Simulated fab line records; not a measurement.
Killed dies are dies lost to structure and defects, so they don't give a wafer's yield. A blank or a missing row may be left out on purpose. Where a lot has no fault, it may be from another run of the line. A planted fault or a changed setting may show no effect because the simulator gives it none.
fab line records	flow n5_finfet
[record] lots = 24	wafers = 72	last_day = 17
route steps=1938 shown BEOL_M4@1046
lots with no fault: from the same line, run without faults
start_h: start of the lot's first displayed wafer, in hours after the record's first day	wait_h: how many hours have passed since the lot's step before this one	" the same as in the row above	L1.1+2: a single row standing in for several wafers	- no value present, or no start provided	* or withheld: withheld	< > ~ a bound
route shown NAME@n: a module of which the file shows steps, and the number in the route of the first	usual: the fault-free wafers' mean and standard deviation	same: alike in all rows	chamber/n: place in a boat	sites: each site's reading	_std_site: the standard deviation of these	_edge_site: mean of outer sites minus mean of inner sites	radius_mm: for every site, how far away it sits from the centre of the wafer	mask NAME#n: copy n	behind: the tool/chamber that last shaped the wafer	hold: the reason the lot was held/the length of the hold in hours/how it ended	device: the transistor (n, p or np) that didn't switch	end of line: the tests these same wafers got at the end of their route	where a step has no rows: the recipe by itself	killed: dies that structure and defects cost at the first sort, which is not the same as the wafer's yield	map: shows each die of a wafer: x if killed, . if not, _ if none is there
set.NAME: the setting that was run; set.NAME@STEP: the one run at that earlier step	model.NAME: the simulator's own value behind a step, which no gauge read
steps of the route over a sample of lots; a table a step, a row a wafer
services: when a tool's chamber went out of use (start_h, in hours from the record's first day, below 0 if earlier), for how many hours, and the reason
[[steps]]
[step N5_BEOL_M4_CD_MEAS_18]
[recipe] pitch_nm = 36	target_cd_nm = 18
[usual] cd_nm = 18.1/0.38
lot.wafer	tool	chamber	start_h	wait_h	cd_nm
L074.3	cd_sem-03	-	153.49	0.1	17.8
L074.4	"	-	"	"	18.0
L074.5	"	-	"	"	18.4
L075.2	cd_sem-02	-	159.44	0.1	18.9
L075.4	"	-	"	"	18.7
L075.6	"	-	"	"	18.7
L077.1	cd_sem-03	-	166.75	0.0	18.2
L077.2	"	-	"	"	18.3
L077.5	"	-	"	"	18.4
L076.2	cd_sem-03	-	171.07	0.1	18.3
L076.5	"	-	"	"	18.4
L076.6	"	-	"	"	17.5
L078.1	cd_sem-01	-	171.53	0.0	19.0
L078.2	"	-	"	"	18.1
L078.6	"	-	"	"	18.9
L080.1	cd_sem-02	-	180.47	0.0	17.9
L080.3	"	-	"	"	17.3
L080.5	"	-	"	"	17.6
L079.1	cd_sem-03	-	189.00	0.0	18.6
L079.4	"	-	"	"	18.6
L079.5	"	-	"	"	18.4
L081.2	cd_sem-02	-	200.25	0.1	17.9
L081.4	"	-	"	"	18.4
L081.6	"	-	"	"	17.5
L082.1	cd_sem-01	-	203.60	0.0	17.5
L082.2	"	-	"	"	17.7
L082.6	"	-	"	"	17.4
L083.3	cd_sem-01	-	212.30	0.1	18.5
L083.5	"	-	"	"	17.7
L083.6	"	-	"	"	18.7
L085.1	cd_sem-03	-	215.85	0.0	18.2
L085.3	"	-	"	"	18.0
L085.6	"	-	"	"	17.6
L084.2	cd_sem-03	-	217.68	0.1	18.3
L084.3	"	-	"	"	17.8
L084.6	"	-	"	"	18.2
L086.1	cd_sem-01	-	229.24	0.0	18.1
L086.2	"	-	"	"	18.3
L086.5	"	-	"	"	18.0
L087.1	cd_sem-01	-	233.85	0.0	17.8
L087.4	"	-	"	"	19.1
L087.6	"	-	"	"	17.7
L089.2	cd_sem-02	-	235.79	0.1	17.9
L089.5	"	-	"	"	18.0
L089.6	"	-	"	"	18.3
L088.1	cd_sem-02	-	235.97	0.0	18.7
L088.3	"	-	"	"	18.3
L088.6	"	-	"	"	18.1
L090.2	cd_sem-01	-	249.56	0.1	17.6
L090.5	"	-	"	"	18.2
L090.6	"	-	"	"	17.7
L091.4	cd_sem-01	-	255.84	0.0	18.5
L091.5	"	-	"	"	17.9
L091.6	"	-	"	"	18.0
L093.3	cd_sem-02	-	271.36	0.1	18.2
L093.5	"	-	"	"	18.0
L093.6	"	-	"	"	18.0
L092.2	cd_sem-01	-	273.50	0.1	18.0
L092.3	"	-	"	"	18.3
L092.5	"	-	"	"	17.8
L094.1	cd_sem-01	-	280.64	0.0	18.4
L094.3	"	-	"	"	17.7
L094.5	"	-	"	"	18.1
L095.3	cd_sem-03	-	286.08	0.1	18.4
L095.4	"	-	"	"	18.6
L095.5	"	-	"	"	18.3
L096.3	cd_sem-01	-	289.30	0.1	17.8
L096.5	"	-	"	"	18.3
L096.6	"	-	"	"	18.1
L097.1	cd_sem-01	-	291.59	0.0	18.1
L097.2	"	-	"	"	17.7
L097.6	"	-	"	"	17.9
[step N5_BEOL_M4_OVL_MEAS_29]
[recipe] points_per_wafer = 522
[usual] V3_OVL = 0.2/0.77
lot.wafer	tool	chamber	start_h	wait_h	V3_OVL[nm]
L074.3	overlay-01	0	153.97	0.0	-1.5
L074.4	"	0	"	"	0.6
L074.5	"	0	"	"	-0.6
L075.2	overlay-02	0	159.92	0.0	0.3
L075.4	"	0	"	"	-0.5
L075.6	"	0	"	"	-0.4
L077.1	overlay-01	0	167.10	0.0	0.8
L077.2	"	0	"	"	0.7
L077.5	"	0	"	"	0.0
L076.2	overlay-01	0	171.43	0.0	-0.6
L076.5	"	0	"	"	0.5
L076.6	"	0	"	"	-0.2
L078.1	overlay-01	0	171.87	0.0	-0.3
L078.2	"	0	"	"	0.5
L078.6	"	0	"	"	0.7
L080.1	overlay-01	0	180.94	0.0	0.1
L080.3	"	0	"	"	-0.5
L080.5	"	0	"	"	-0.2
L079.1	overlay-01	0	189.47	0.0	-0.9
L079.4	"	0	"	"	0.9
L079.5	"	0	"	"	-0.1
L081.2	overlay-02	0	200.60	0.0	0.2
L081.4	"	0	"	"	-0.2
L081.6	"	0	"	"	-0.1
L082.1	overlay-02	0	203.95	0.0	0.5
L082.2	"	0	"	"	1.0
L082.6	"	0	"	"	0.4
L083.3	overlay-02	0	212.66	0.0	-1.1
L083.5	"	0	"	"	-0.4
L083.6	"	0	"	"	-0.5
L085.1	overlay-02	0	216.20	0.0	0.1
L085.3	"	0	"	"	-0.2
L085.6	"	0	"	"	0.7
L084.2	overlay-02	0	218.04	0.0	0.6
L084.3	"	0	"	"	0.0
L084.6	"	0	"	"	0.6
L086.1	overlay-02	0	229.59	0.0	1.4
L086.2	"	0	"	"	0.6
L086.5	"	0	"	"	0.8
L087.1	overlay-01	0	234.20	0.0	0.2
L087.4	"	0	"	"	0.3
L087.6	"	0	"	"	-0.1
L089.2	overlay-01	0	236.27	0.0	1.3
L089.5	"	0	"	"	-1.0
L089.6	"	0	"	"	0.6
L088.1	overlay-02	0	236.32	0.0	-0.1
L088.3	"	0	"	"	0.7
L088.6	"	0	"	"	-1.4
L090.2	overlay-02	0	249.92	0.0	0.8
L090.5	"	0	"	"	-1.0
L090.6	"	0	"	"	1.1
L091.4	overlay-01	0	256.33	0.0	0.1
L091.5	"	0	"	"	-1.4
L091.6	"	0	"	"	-0.3
L093.3	overlay-01	0	271.84	0.0	-0.5
L093.5	"	0	"	"	0.8
L093.6	"	0	"	"	-0.7
L092.2	overlay-01	0	273.98	0.0	0.9
L092.3	"	0	"	"	1.4
L092.5	"	0	"	"	1.2
L094.1	overlay-02	0	281.12	0.0	0.3
L094.3	"	0	"	"	0.4
L094.5	"	0	"	"	0.9
L095.3	overlay-01	0	286.44	0.0	0.5
L095.4	"	0	"	"	0.8
L095.5	"	0	"	"	0.8
L096.3	overlay-02	0	289.65	0.0	0.3
L096.5	"	0	"	"	-0.2
L096.6	"	0	"	"	1.7
L097.1	overlay-02	0	291.94	0.0	1.4
L097.2	"	0	"	"	0.0
L097.6	"	0	"	"	0.9
[step N5_BEOL_M4_ETCH_41]
[recipe] chemistry = CH3F/O2	target = SiCN	target_depth_a = 299	taper_deg = 2	time_s = 52.5	ion_energy_ev = 120	mask_material = TiN	pressure_mtorr = 30	source_w = 395	bias_w = 75	Ar_flow_sccm = 150	CH3F_flow_sccm = 30	O2_flow_sccm = 20
[usual] drypump_motor_current_A = 5.3/0.56	oes_product_au = 0.80/0.11	rf_vpp_V = 297.2/1.5	showerhead_plenum_p_Torr = 1.98/0.066	throttle_valve_pct = 16.21/0.27
lot.wafer	tool	chamber	start_h	wait_h	drypump_motor_current_A	oes_product_au	rf_hours_counter_h	rf_vpp_V	showerhead_plenum_p_Torr	throttle_valve_pct
L074.3	rie_diel-01	3	-	-	4.8	0.67	235	297.7	1.95	16.14
L074.4	"	1	"	"	4.7	0.73	-	298.6	2.07	16.43
L074.5	"	2	"	"	6.3	0.66	-	297.2	1.96	16.47
L075.2	rie_diel-05	2	-	-	5.2	0.84	61	298.7	2.03	15.93
L075.4	"	1	"	"	6.4	0.73	166	294.5	1.92	16.40
L075.6	"	0	"	"	6.0	0.97	-	295.7	1.95	15.83
L077.1	rie_diel-01	3	-	-	4.9	0.68	242	296.3	1.95	16.15
L077.2	"	2	"	"	6.3	0.66	239	295.8	1.96	16.49
L077.5	"	0	"	"	4.9	0.95	-	297.6	1.98	16.15
L076.2	rie_diel-01	2	-	-	6.3	0.66	239	296.6	1.96	16.48
L076.5	"	0	"	"	4.9	0.96	-	297.2	1.98	16.14
L076.6	"	1	"	"	4.7	0.73	-	300.4	2.07	16.44
L078.1	rie_diel-01	3	-	-	4.9	0.67	243	297.1	1.95	16.14
L078.2	"	2	"	"	6.3	0.67	239	298.4	1.96	16.50
L078.6	"	3	"	"	4.8	0.67	-	296.2	1.95	16.17
L080.1	rie_diel-01	3	-	-	4.8	0.67	246	297.9	1.95	16.15
L080.3	"	0	"	"	4.9	0.94	10	296.7	1.97	16.14
L080.5	"	1	"	"	4.7	0.72	-	298.2	2.07	16.46
L079.1	rie_diel-05	3	-	-	4.8	0.74	191	296.4	1.91	16.47
L079.4	"	0	"	"	5.9	0.94	15	296.8	1.95	15.83
L079.5	"	1	"	"	6.4	0.75	-	296.3	1.92	16.41
L081.2	rie_diel-04	3	-	-	4.8	0.69	213	297.0	2.08	16.71
L081.4	"	3	"	"	4.8	0.68	-	297.7	2.08	16.72
L081.6	"	1	"	"	5.4	0.92	-	300.6	2.11	15.92
L082.1	rie_diel-04	1	-	-	5.4	0.92	13	301.6	2.11	15.91
L082.2	"	2	"	"	5.3	0.71	205	295.4	1.90	16.13
L082.6	"	1	"	"	5.3	0.92	-	298.0	2.11	15.91
L083.3	rie_diel-01	3	-	-	4.8	1.00	0	297.6	1.94	15.72
L083.5	"	1	"	"	4.7	0.72	-	298.5	2.06	16.48
L083.6	"	0	"	"	4.9	0.91	-	295.8	1.97	16.16
L085.1	rie_diel-01	1	-	-	4.7	0.71	215	299.3	2.06	16.47
L085.3	"	3	"	"	4.8	0.98	4	297.4	1.94	15.75
L085.6	"	1	"	"	4.7	0.71	-	299.3	2.06	16.48
L084.2	rie_diel-05	3	-	-	4.9	0.73	202	295.9	1.91	16.50
L084.3	"	0	"	"	6.0	0.89	25	297.1	1.95	15.83
L084.6	"	3	"	"	4.9	0.73	-	295.6	1.91	16.50
L086.1	rie_diel-04	3	-	-	4.9	0.67	223	297.5	2.07	16.74
L086.2	"	0	"	"	5.4	0.96	9	296.2	1.96	16.32
L086.5	"	1	"	"	5.3	0.88	-	299.5	2.11	15.94
L087.1	rie_diel-01	1	-	-	4.7	0.71	222	296.8	2.06	16.51
L087.4	"	2	"	"	6.3	0.94	4	294.8	1.95	16.05
L087.6	"	3	"	"	4.9	0.93	-	296.3	1.94	15.76
L089.2	rie_diel-04	2	-	-	5.3	0.69	218	294.5	1.89	16.15
L089.5	"	3	"	"	4.9	0.67	-	298.8	2.07	16.74
L089.6	"	0	"	"	5.5	0.97	-	297.1	1.96	16.30
L088.1	rie_diel-01	3	-	-	4.9	0.93	16	296.8	1.94	15.76
L088.3	"	0	"	"	4.9	0.88	40	296.5	1.96	16.19
L088.6	"	3	"	"	4.9	0.93	-	297.4	1.94	15.75
L090.2	rie_diel-01	3	-	-	4.8	0.93	17	297.5	1.94	15.77
L090.5	"	2	"	"	6.3	0.92	-	296.4	1.95	16.04
L090.6	"	3	"	"	4.8	0.93	-	296.1	1.94	15.76
L091.4	rie_diel-01	2	-	-	6.3	0.92	11	296.7	1.95	16.07
L091.5	"	2	"	"	6.3	0.92	-	296.5	1.95	16.06
L091.6	"	1	"	"	4.7	0.70	-	298.5	2.06	16.51
L092.2	rie_diel-04	1	-	-	5.4	0.88	36	300.5	2.10	15.97
L092.3	"	2	"	"	5.3	0.69	231	294.3	1.89	16.15
L092.5	"	3	"	"	4.9	0.68	-	296.5	2.07	16.78
L093.3	rie_diel-05	1	-	-	6.4	0.71	197	296.0	1.91	16.45
L093.5	"	0	"	"	5.9	0.85	-	297.5	1.94	15.87
L093.6	"	3	"	"	4.9	0.70	-	295.6	1.90	16.54
L094.1	rie_diel-04	2	-	-	5.3	0.68	234	296.8	1.89	16.19
L094.3	"	3	"	"	4.9	0.67	242	297.5	2.07	16.77
L094.5	"	2	"	"	5.3	0.68	-	296.2	1.89	16.17
L095.3	rie_diel-01	1	-	-	4.7	0.68	244	297.9	2.05	16.53
L095.4	"	3	"	"	4.9	0.90	33	295.8	1.93	15.80
L095.5	"	1	"	"	4.7	0.69	-	300.8	2.05	16.56
L096.3	rie_diel-04	3	-	-	4.8	0.66	250	298.9	2.06	16.77
L096.5	"	1	"	"	5.4	0.86	-	299.7	2.10	15.98
L096.6	"	2	"	"	5.3	0.67	-	296.1	1.89	16.17
L097.1	rie_diel-05	1	-	-	6.4	0.71	202	295.8	1.91	16.46
L097.2	"	2	"	"	5.2	0.79	107	298.9	2.02	16.01
L097.6	"	2	"	"	5.2	0.78	-	297.1	2.02	16.01
[step N5_BEOL_M4_DEGAS_44]
[recipe] ambient = vacuum	temp_c = 250	time_s = 60
[usual] heater_power_w = 321/25
lot.wafer	tool	chamber	start_h	wait_h	heater_power_w
L074.3	pvd_sputter-03	-	155.02	0.1	327
L074.4	"	-	"	"	327
L074.5	"	-	"	"	300
L075.2	pvd_sputter-03	-	162.21	0.3	333
L075.4	"	-	"	"	307
L075.6	"	-	"	"	325
L077.1	pvd_sputter-03	-	171.18	0.4	330
L077.2	"	-	"	"	327
L077.5	"	-	"	"	310
L076.2	pvd_sputter-01	-	174.13	0.2	362
L076.5	"	-	"	"	304
L076.6	"	-	"	"	371
L078.1	pvd_sputter-02	-	174.32	0.0	351
L078.2	"	-	"	"	315
L078.6	"	-	"	"	330
L080.1	pvd_sputter-01	-	182.88	0.3	371
L080.3	"	-	"	"	363
L080.5	"	-	"	"	322
L079.1	pvd_sputter-03	-	193.02	0.5	312
L079.4	"	-	"	"	280
L079.5	"	-	"	"	331
L081.2	pvd_sputter-01	-	202.60	0.3	301
L081.4	"	-	"	"	387
L081.6	"	-	"	"	323
L082.1	pvd_sputter-02	-	205.89	0.8	280
L082.2	"	-	"	"	309
L082.6	"	-	"	"	350
L083.3	pvd_sputter-02	-	213.89	0.1	347
L083.5	"	-	"	"	330
L083.6	"	-	"	"	290
L085.1	pvd_sputter-02	-	222.67	0.3	331
L085.3	"	-	"	"	287
L085.6	"	-	"	"	288
L084.2	pvd_sputter-03	-	226.21	0.5	295
L084.3	"	-	"	"	330
L084.6	"	-	"	"	320
L086.1	pvd_sputter-02	-	231.41	0.0	291
L086.2	"	-	"	"	305
L086.5	"	-	"	"	286
L087.1	pvd_sputter-02	-	239.42	0.2	313
L087.4	"	-	"	"	282
L087.6	"	-	"	"	314
L089.2	pvd_sputter-02	-	239.54	0.3	289
L089.5	"	-	"	"	328
L089.6	"	-	"	"	352
L088.1	pvd_sputter-03	-	248.76	0.1	329
L088.3	"	-	"	"	331
L088.6	"	-	"	"	318
L090.2	pvd_sputter-02	-	257.34	0.4	287
L090.5	"	-	"	"	284
L090.6	"	-	"	"	342
L091.4	pvd_sputter-01	-	257.54	0.2	324
L091.5	"	-	"	"	359
L091.6	"	-	"	"	301
L092.2	pvd_sputter-03	-	276.24	0.3	332
L092.3	"	-	"	"	322
L092.5	"	-	"	"	323
L093.3	pvd_sputter-03	-	276.36	0.4	329
L093.5	"	-	"	"	325
L093.6	"	-	"	"	286
L094.1	pvd_sputter-02	-	283.04	0.3	293
L094.3	"	-	"	"	342
L094.5	"	-	"	"	340
L095.3	pvd_sputter-03	-	299.25	0.4	282
L095.4	"	-	"	"	335
L095.5	"	-	"	"	326
L096.3	pvd_sputter-03	-	299.33	0.5	331
L096.5	"	-	"	"	315
L096.6	"	-	"	"	323
L097.1	pvd_sputter-01	-	299.53	0.1	309
L097.2	"	-	"	"	373
L097.6	"	-	"	"	362
[step N5_BEOL_M4_SPUTTER_79]
[recipe] material = Cu	target_thk_a = 45	temp_c = -20	chamber_pressure_pa = 0.07	power_w = withheld	time_s = 8.29
[usual] chuck_gas_flow_sccm = 1.26/0.049	throttle_valve_pct = 30.2/0.98
lot.wafer	tool	chamber	start_h	wait_h	chuck_gas_flow_sccm	throttle_valve_pct
L074.3	pvd_sputter-02	-	155.91	0.1	1.25	29.6
L074.4	"	-	"	"	1.24	30.8
L074.5	"	-	"	"	1.27	31.5
L075.2	pvd_sputter-01	-	163.02	0.1	1.26	29.0
L075.4	"	-	"	"	1.17	30.6
L075.6	"	-	"	"	1.33	31.3
L077.1	pvd_sputter-01	-	172.31	0.1	1.30	31.2
L077.2	"	-	"	"	1.24	30.6
L077.5	"	-	"	"	1.32	31.5
L076.2	pvd_sputter-02	-	175.01	0.1	1.30	30.9
L076.5	"	-	"	"	1.24	30.8
L076.6	"	-	"	"	1.25	30.6
L078.1	pvd_sputter-01	-	176.85	0.1	1.28	31.4
L078.2	"	-	"	"	1.21	28.8
L078.6	"	-	"	"	1.21	31.0
L080.1	pvd_sputter-02	-	183.74	0.1	1.28	30.7
L080.3	"	-	"	"	1.35	31.2
L080.5	"	-	"	"	1.23	31.4
L079.1	pvd_sputter-03	-	193.96	0.1	1.29	29.9
L079.4	"	-	"	"	1.31	28.5
L079.5	"	-	"	"	1.28	28.2
L081.2	pvd_sputter-03	-	205.01	0.1	1.33	30.1
L081.4	"	-	"	"	1.20	30.0
L081.6	"	-	"	"	1.22	29.5
L082.1	pvd_sputter-03	-	206.85	0.1	1.28	28.4
L082.2	"	-	"	"	1.36	29.8
L082.6	"	-	"	"	1.26	30.3
L083.3	pvd_sputter-02	-	214.72	0.1	1.32	31.2
L083.5	"	-	"	"	1.37	31.4
L083.6	"	-	"	"	1.26	30.8
L085.1	pvd_sputter-01	-	223.44	0.1	1.21	31.4
L085.3	"	-	"	"	1.23	29.2
L085.6	"	-	"	"	1.26	31.7
L084.2	pvd_sputter-01	-	227.12	0.1	1.30	30.8
L084.3	"	-	"	"	1.19	29.1
L084.6	"	-	"	"	1.31	31.6
L086.1	pvd_sputter-01	-	232.52	0.1	1.31	31.2
L086.2	"	-	"	"	1.22	31.4
L086.5	"	-	"	"	1.13	31.0
L087.1	pvd_sputter-03	-	240.33	0.1	1.28	30.3
L087.4	"	-	"	"	1.31	30.1
L087.6	"	-	"	"	1.22	28.4
L089.2	pvd_sputter-01	-	240.53	0.1	1.29	31.5
L089.5	"	-	"	"	1.30	30.8
L089.6	"	-	"	"	1.30	31.4
L088.1	pvd_sputter-02	-	249.67	0.1	1.38	31.1
L088.3	"	-	"	"	1.23	29.6
L088.6	"	-	"	"	1.29	30.6
L090.2	pvd_sputter-01	-	258.16	0.1	1.22	29.1
L090.5	"	-	"	"	1.29	29.2
L090.6	"	-	"	"	1.32	29.0
L091.4	pvd_sputter-01	-	260.00	0.1	1.27	30.8
L091.5	"	-	"	"	1.30	28.9
L091.6	"	-	"	"	1.25	29.1
L092.2	pvd_sputter-03	-	277.36	0.1	1.27	29.7
L092.3	"	-	"	"	1.37	30.0
L092.5	"	-	"	"	1.17	30.4
L093.3	pvd_sputter-02	-	278.91	0.1	1.24	30.4
L093.5	"	-	"	"	1.31	31.1
L093.6	"	-	"	"	1.33	29.4
L094.1	pvd_sputter-02	-	283.92	0.1	1.34	31.0
L094.3	"	-	"	"	1.26	31.8
L094.5	"	-	"	"	1.30	31.5
L095.3	pvd_sputter-02	-	300.05	0.1	1.34	31.5
L095.4	"	-	"	"	1.24	30.6
L095.5	"	-	"	"	1.26	31.3
L096.3	pvd_sputter-03	-	300.19	0.1	1.27	30.1
L096.5	"	-	"	"	1.26	30.1
L096.6	"	-	"	"	1.26	28.1
L097.1	pvd_sputter-02	-	301.89	0.1	1.27	30.3
L097.2	"	-	"	"	1.24	29.4
L097.6	"	-	"	"	1.30	31.4
[step N5_BEOL_M4_SPUTTER_92]
[recipe] material = Cu	target_thk_a = 45	temp_c = -20	chamber_pressure_pa = 0.07	power_w = withheld	time_s = 8.29
[usual] chuck_gas_flow_sccm = 1.27/0.052	throttle_valve_pct = 30.3/0.99
lot.wafer	tool	chamber	start_h	wait_h	chuck_gas_flow_sccm	throttle_valve_pct
L074.3	pvd_sputter-02	-	157.01	0.1	1.30	29.4
L074.4	"	-	"	"	1.29	31.1
L074.5	"	-	"	"	1.22	31.4
L075.2	pvd_sputter-01	-	164.20	0.1	1.29	29.3
L075.4	"	-	"	"	1.33	31.2
L075.6	"	-	"	"	1.39	31.5
L077.1	pvd_sputter-01	-	173.41	0.1	1.26	31.4
L077.2	"	-	"	"	1.32	31.2
L077.5	"	-	"	"	1.25	31.7
L076.2	pvd_sputter-02	-	176.11	0.1	1.35	31.0
L076.5	"	-	"	"	1.34	30.8
L076.6	"	-	"	"	1.37	30.4
L078.1	pvd_sputter-01	-	177.95	0.1	1.36	31.3
L078.2	"	-	"	"	1.25	28.9
L078.6	"	-	"	"	1.27	31.3
L080.1	pvd_sputter-02	-	184.84	0.1	1.30	31.3
L080.3	"	-	"	"	1.23	31.6
L080.5	"	-	"	"	1.27	31.6
L079.1	pvd_sputter-03	-	195.06	0.1	1.18	30.1
L079.4	"	-	"	"	1.24	28.3
L079.5	"	-	"	"	1.30	28.5
L081.2	pvd_sputter-03	-	206.11	0.1	1.26	30.1
L081.4	"	-	"	"	1.32	30.5
L081.6	"	-	"	"	1.38	29.6
L082.1	pvd_sputter-03	-	207.95	0.1	1.20	28.5
L082.2	"	-	"	"	1.35	29.7
L082.6	"	-	"	"	1.19	30.0
L083.3	pvd_sputter-02	-	215.82	0.1	1.24	30.9
L083.5	"	-	"	"	1.34	31.5
L083.6	"	-	"	"	1.19	30.6
L085.1	pvd_sputter-01	-	224.54	0.1	1.32	31.4
L085.3	"	-	"	"	1.21	29.0
L085.6	"	-	"	"	1.43	31.5
L084.2	pvd_sputter-01	-	228.22	0.1	1.27	31.0
L084.3	"	-	"	"	1.23	29.0
L084.6	"	-	"	"	1.24	31.4
L086.1	pvd_sputter-01	-	233.62	0.1	1.27	31.1
L086.2	"	-	"	"	1.26	31.5
L086.5	"	-	"	"	1.20	31.1
L087.1	pvd_sputter-03	-	241.43	0.1	1.25	30.1
L087.4	"	-	"	"	1.29	30.3
L087.6	"	-	"	"	1.32	28.6
L089.2	pvd_sputter-01	-	241.63	0.1	1.28	31.5
L089.5	"	-	"	"	1.26	30.9
L089.6	"	-	"	"	1.34	31.6
L088.1	pvd_sputter-02	-	250.77	0.1	1.34	31.0
L088.3	"	-	"	"	1.26	29.5
L088.6	"	-	"	"	1.24	30.4
L090.2	pvd_sputter-01	-	259.26	0.1	1.15	29.2
L090.5	"	-	"	"	1.22	29.1
L090.6	"	-	"	"	1.29	29.1
L091.4	pvd_sputter-01	-	261.10	0.1	1.22	30.8
L091.5	"	-	"	"	1.20	29.2
L091.6	"	-	"	"	1.35	29.3
L092.2	pvd_sputter-03	-	278.46	0.1	1.34	29.3
L092.3	"	-	"	"	1.31	30.3
L092.5	"	-	"	"	1.25	30.0
L093.3	pvd_sputter-02	-	280.01	0.1	1.27	30.6
L093.5	"	-	"	"	1.38	31.1
L093.6	"	-	"	"	1.20	29.6
L094.1	pvd_sputter-02	-	285.02	0.1	1.26	31.1
L094.3	"	-	"	"	1.30	31.5
L094.5	"	-	"	"	1.34	31.7
L095.3	pvd_sputter-02	-	301.15	0.1	1.31	31.4
L095.4	"	-	"	"	1.23	30.6
L095.5	"	-	"	"	1.27	31.5
L096.3	pvd_sputter-03	-	301.29	0.1	1.27	30.0
L096.5	"	-	"	"	1.26	30.3
L096.6	"	-	"	"	1.16	28.3
L097.1	pvd_sputter-02	-	302.99	0.1	1.22	30.5
L097.2	"	-	"	"	1.27	29.4
L097.6	"	-	"	"	1.31	31.0
[[services]]
tool	chamber	start_h	hours	kind
rie_diel-01	0	141.86	-	clean
rie_diel-01	0	141.86	-	consumable_replace:focus_ring
rie_diel-01	0	141.86	13.6	scheduled_down
rie_diel-01	0	141.86	13.6	vent_cycle
pvd_sputter-01	-	144.28	0.7	repair
rie_diel-04	1	152.74	6.5	repair
rie_diel-04	1	165.36	-	clean
rie_diel-04	1	165.36	-	consumable_replace:focus_ring
rie_diel-04	1	165.36	-	consumable_replace:showerhead
rie_diel-04	1	165.36	12.3	scheduled_down
pvd_sputter-02	-	177.09	4.0	repair
rie_diel-01	3	197.18	-	clean
rie_diel-01	3	197.18	-	consumable_replace:focus_ring
rie_diel-01	3	197.18	15.6	scheduled_down
rie_diel-01	3	197.18	15.6	vent_cycle
rie_diel-01	2	212.78	-	clean
rie_diel-01	2	212.78	-	consumable_replace:focus_ring
rie_diel-01	2	212.78	15.4	scheduled_down
rie_diel-01	2	212.78	15.4	vent_cycle
rie_diel-04	-	240.99	2.6	repair
rie_diel-05	1	254.24	8.0	repair
rie_diel-01	0	269.87	1.4	repair
rie_diel-05	-	282.41	10.9	repair
rie_diel-05	2	299.44	23.6	repair
[[key]]
fault none
